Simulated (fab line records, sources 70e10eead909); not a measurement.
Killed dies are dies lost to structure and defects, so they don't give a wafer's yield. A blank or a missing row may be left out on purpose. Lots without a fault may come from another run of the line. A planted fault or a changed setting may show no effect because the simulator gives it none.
Which tool did it? | flow nand_harc | 14 lots, 42 wafers sampled, at 4 steps of a route of 1159

WHAT THE GAUGES READ, wafer by wafer
The record holds no reading of a measuring or inspecting step that can be judged against a usual standard deviation.

WHICH TOOL RAN EACH LOT (tool, then ch and the chambers of the sampled wafers, then the start)
lot  | NHARC_A_STAIRCASE_ETCH_188                    | NHARC_A_STAIRCASE_ETCH_190         | NHARC_A_STAIRCASE_TRIM_191                    | NHARC_A_STAIRCASE_TRIM_196
L726 | rie_diel-03 ch 0,1,2, day 11 12:10 or earlier | rie_diel-03 ch 1,2,3, day 11 12:10 | rie_diel-03 ch 0,1,2, day 11 12:48 or earlier | rie_diel-03 ch 0,2,3, day 11 12:48
L727 | rie_diel-01 ch 0,2, day 11 13:09 or earlier   | rie_diel-01 ch 0,2, day 11 13:09   | rie_diel-01 ch 0,2, day 11 13:50 or earlier   | rie_diel-01 ch 0,1,2, day 11 13:50
L729 | rie_diel-01 ch 0,2,3, day 11 16:16 or earlier | rie_diel-01 ch 0,2,3, day 11 16:16 | rie_diel-01 ch 0,1,2, day 11 17:01 or earlier | rie_diel-03 ch 0,1,2, day 11 17:01
L725 | rie_diel-13 ch 0,3, day 11 17:01 or earlier   | rie_diel-13 ch 0,2,3, day 11 17:01 | rie_diel-13 ch 0,1,2, day 11 17:48 or earlier | rie_diel-13 ch 0,2, day 11 17:48
L728 | rie_diel-13 ch 0,2,3, day 11 21:28 or earlier | rie_diel-13 ch 0,1,2, day 11 21:28 | rie_diel-13 ch 0,1,2, day 11 22:16 or earlier | rie_diel-01 ch 0,1,3, day 11 22:16
L730 | rie_diel-01 ch 0,1,3, day 12 01:41 or earlier | rie_diel-01 ch 1,2,3, day 12 01:41 | rie_diel-01 ch 0,1,2, day 12 02:22 or earlier | rie_diel-01 ch 0,2,3, day 12 02:22
L734 | rie_diel-13 ch 0,1,2, day 13 00:16 or earlier | rie_diel-13 ch 0,1, day 13 00:16   | rie_diel-13 ch 2,3, day 13 01:08 or earlier   | rie_diel-13 ch 1,3, day 13 01:08
L732 | rie_diel-13 ch 1,2,3, day 13 04:17 or earlier | rie_diel-13 ch 0,2, day 13 04:17   | rie_diel-13 ch 1,2,3, day 13 04:55 or earlier | rie_diel-03 ch 1,2,3, day 13 04:55
L736 | rie_diel-03 ch 0,2,3, day 14 01:30 or earlier | rie_diel-03 ch 1,2,3, day 14 01:30 | rie_diel-03 ch 0,2,3, day 14 03:37 or earlier | rie_diel-13 ch 0,2,3, day 14 03:37
L739 | rie_diel-03 ch 2,3, day 14 22:37 or earlier   | rie_diel-03 ch 0,2,3, day 14 22:37 | rie_diel-03 ch 0,2,3, day 15 01:11 or earlier | rie_diel-13 ch 1,2,3, day 15 01:11
L742 | rie_diel-13 ch 0,2,3, day 15 07:35 or earlier | rie_diel-13 ch 0,1,2, day 15 07:35 | rie_diel-13 ch 0,2,3, day 15 08:18 or earlier | rie_diel-01 ch 1,2,3, day 15 08:18
L745 | rie_diel-03 ch 0,2, day 15 19:05 or earlier   | rie_diel-03 ch 0,3, day 15 19:05   | rie_diel-03 ch 0,2,3, day 15 19:48 or earlier | rie_diel-03 ch 0,2,3, day 15 19:48
L746 | rie_diel-01 ch 1,2, day 16 07:01 or earlier   | rie_diel-01 ch 0,2,3, day 16 07:01 | rie_diel-01 ch 1,2, day 16 07:44 or earlier   | rie_diel-13 ch 1,2,3, day 16 07:44
L747 | rie_diel-01 ch 1,2,3, day 16 11:38 or earlier | rie_diel-01 ch 1,2,3, day 16 11:38 | rie_diel-01 ch 0,2,3, day 16 12:17 or earlier | rie_diel-01 ch 0,2, day 16 12:17
- NHARC_A_STAIRCASE_ETCH_188: etches the open film in C4F8/O2, target depth 100 nm, time 40.5 s.
- NHARC_A_STAIRCASE_ETCH_190: etches the open film in C4F8/O2, target depth 100 nm, time 40.5 s.
- NHARC_A_STAIRCASE_TRIM_191: chemistry O2, time 211.2 s.
- NHARC_A_STAIRCASE_TRIM_196: chemistry O2, time 211.2 s.

WHAT THE TOOLS THEMSELVES READ (means of the sampled wafers that have a number; where no wafer has one, the mark that the record gives instead)
NHARC_A_STAIRCASE_ETCH_188.
lot  | tool        | oes_product_au (a.u.) | rf_vpp_V (V) | run_length_s (s)
L726 | rie_diel-03 | 0.954                 | 890          | 62.0
L727 | rie_diel-01 | 0.921                 | 894          | 61.5
L729 | rie_diel-01 | 0.945                 | 892          | 61.3
L725 | rie_diel-13 | 0.916                 | 889          | 61.4
L728 | rie_diel-13 | 0.931                 | 892          | 61.5
L730 | rie_diel-01 | 0.938                 | 894          | 61.6
L734 | rie_diel-13 | 0.935                 | 897          | 62.1
L732 | rie_diel-13 | 0.943                 | 901          | 61.9
L736 | rie_diel-03 | 0.938                 | 891          | 62.1
L739 | rie_diel-03 | 0.930                 | 891          | 62.5
L742 | rie_diel-13 | 0.931                 | 898          | 61.7
L745 | rie_diel-03 | 0.945                 | 892          | 61.8
L746 | rie_diel-01 | 0.960                 | 892          | 61.9
L747 | rie_diel-01 | 0.940                 | 889          | 61.6

NHARC_A_STAIRCASE_ETCH_190.
lot  | tool        | oes_product_au (a.u.) | rf_vpp_V (V) | run_length_s (s)
L726 | rie_diel-03 | 0.954                 | 890          | 62.2
L727 | rie_diel-01 | 0.925                 | 897          | 61.4
L729 | rie_diel-01 | 0.939                 | 893          | 61.7
L725 | rie_diel-13 | 0.933                 | 893          | 61.7
L728 | rie_diel-13 | 0.929                 | 896          | 61.8
L730 | rie_diel-01 | 0.943                 | 889          | 61.6
L734 | rie_diel-13 | 0.954                 | 896          | 61.8
L732 | rie_diel-13 | 0.960                 | 892          | 61.3
L736 | rie_diel-03 | 0.934                 | 890          | 62.1
L739 | rie_diel-03 | 0.965                 | 892          | 66.2
L742 | rie_diel-13 | 0.945                 | 896          | 61.8
L745 | rie_diel-03 | 0.946                 | 894          | 65.7
L746 | rie_diel-01 | 0.941                 | 892          | 61.4
L747 | rie_diel-01 | 0.944                 | 890          | 61.8

NHARC_A_STAIRCASE_TRIM_191.
lot  | tool        | drypump_motor_current_A (A) | oes_product_au (a.u.) | rf_vpp_V (V) | showerhead_plenum_p_Torr (Torr) | throttle_valve_pct (%)
L726 | rie_diel-03 | 6.1                         | 1.003                 | 57.4         | 3.36                            | 17.038
L727 | rie_diel-01 | 6.1                         | 0.989                 | 58.2         | 3.47                            | 17.033
L729 | rie_diel-01 | 6.1                         | 0.990                 | 57.9         | 3.48                            | 17.039
L725 | rie_diel-13 | 5.8                         | 1.000                 | 57.7         | 3.55                            | 17.035
L728 | rie_diel-13 | 5.8                         | 1.006                 | 57.9         | 3.54                            | 17.037
L730 | rie_diel-01 | 6.1                         | 0.993                 | 56.7         | 3.48                            | 17.050
L734 | rie_diel-13 | 6.3                         | 0.985                 | 57.4         | 3.75                            | 17.031
L732 | rie_diel-13 | 6.2                         | 0.991                 | 57.9         | 3.69                            | 17.037
L736 | rie_diel-03 | 6.1                         | 1.003                 | 57.2         | 3.43                            | 17.041
L739 | rie_diel-03 | 6.1                         | 1.007                 | 56.7         | 3.42                            | 17.048
L742 | rie_diel-13 | 5.8                         | 1.002                 | 57.5         | 3.58                            | 17.033
L745 | rie_diel-03 | 6.1                         | 1.002                 | 57.0         | 3.42                            | 17.034
L746 | rie_diel-01 | 5.9                         | 0.993                 | 57.2         | 3.40                            | 17.046
L747 | rie_diel-01 | 5.8                         | 0.998                 | 57.6         | 3.42                            | 17.038

NHARC_A_STAIRCASE_TRIM_196.
lot  | tool        | drypump_motor_current_A (A) | oes_product_au (a.u.) | rf_vpp_V (V) | showerhead_plenum_p_Torr (Torr) | throttle_valve_pct (%)
L726 | rie_diel-03 | 6.1                         | 1.004                 | 57.4         | 3.44                            | 17.025
L727 | rie_diel-01 | 6.1                         | 0.990                 | 57.5         | 3.48                            | 17.027
L729 | rie_diel-03 | 6.1                         | 1.008                 | 57.6         | 3.36                            | 17.039
L725 | rie_diel-13 | 5.3                         | 1.001                 | 57.1         | 3.45                            | 17.032
L728 | rie_diel-01 | 5.7                         | 0.997                 | 58.5         | 3.45                            | 17.043
L730 | rie_diel-01 | 5.8                         | 0.992                 | 57.6         | 3.44                            | 17.029
L734 | rie_diel-13 | 6.3                         | 0.994                 | 58.4         | 3.70                            | 17.035
L732 | rie_diel-03 | 6.2                         | 1.003                 | 58.2         | 3.36                            | 17.031
L736 | rie_diel-13 | 5.8                         | 0.998                 | 58.1         | 3.59                            | 17.033
L739 | rie_diel-13 | 6.2                         | 0.988                 | 57.8         | 3.68                            | 17.041
L742 | rie_diel-01 | 5.8                         | 0.996                 | 56.7         | 3.36                            | 17.027
L745 | rie_diel-03 | 6.1                         | 1.003                 | 57.3         | 3.42                            | 17.030
L746 | rie_diel-13 | 6.2                         | 0.994                 | 57.6         | 3.68                            | 17.038
L747 | rie_diel-01 | 6.1                         | 0.989                 | 57.4         | 3.52                            | 17.047

THE ANSWER, worked out from the rows above alone
Rule: what is usual is taken from the lots themselves. Put in order of their means at a reading, lots are off if they are a third of the lots or fewer, leave a main group of 4 or more, and stand apart from it by a gap of 3 or more times the standard deviation of the main group's means; of several such gaps the widest counts. A main group whose means are all the same, to the digits that the tables above print for the reading, isn't used. A lot without any number at a reading at which 4 lots or more have one is off too. The other lots that the step has rows for count as sound. The gauges are gone through in route order, then the tools' own readings, and for those a lot's mean is taken as printed above. The first step at which some lot is off is used, and at that step the reading that is off furthest; a lot without a number counts as furthest.
Off: L739, L745, at NHARC_A_STAIRCASE_ETCH_190 (run_length_s). The main group: mean 61.7 s, standard deviation 0.26.
A tool fits if, at that step or a process step before it, it ran every lot that is off, and no sound lot after the first of them. NHARC_A_STAIRCASE_ETCH_188 gives no start for some lots, so the hours and the order of its lots are those of NHARC_A_STAIRCASE_ETCH_190. One fits: rie_diel-03 at NHARC_A_STAIRCASE_ETCH_188 and NHARC_A_STAIRCASE_ETCH_190. At NHARC_A_STAIRCASE_ETCH_188 its last sound lot is L736 (day 14 01:30), its first lot that is off L739 (day 14 22:37): a fault that began between those two fits.

WHAT THE SIMULATOR HAD PUT IN
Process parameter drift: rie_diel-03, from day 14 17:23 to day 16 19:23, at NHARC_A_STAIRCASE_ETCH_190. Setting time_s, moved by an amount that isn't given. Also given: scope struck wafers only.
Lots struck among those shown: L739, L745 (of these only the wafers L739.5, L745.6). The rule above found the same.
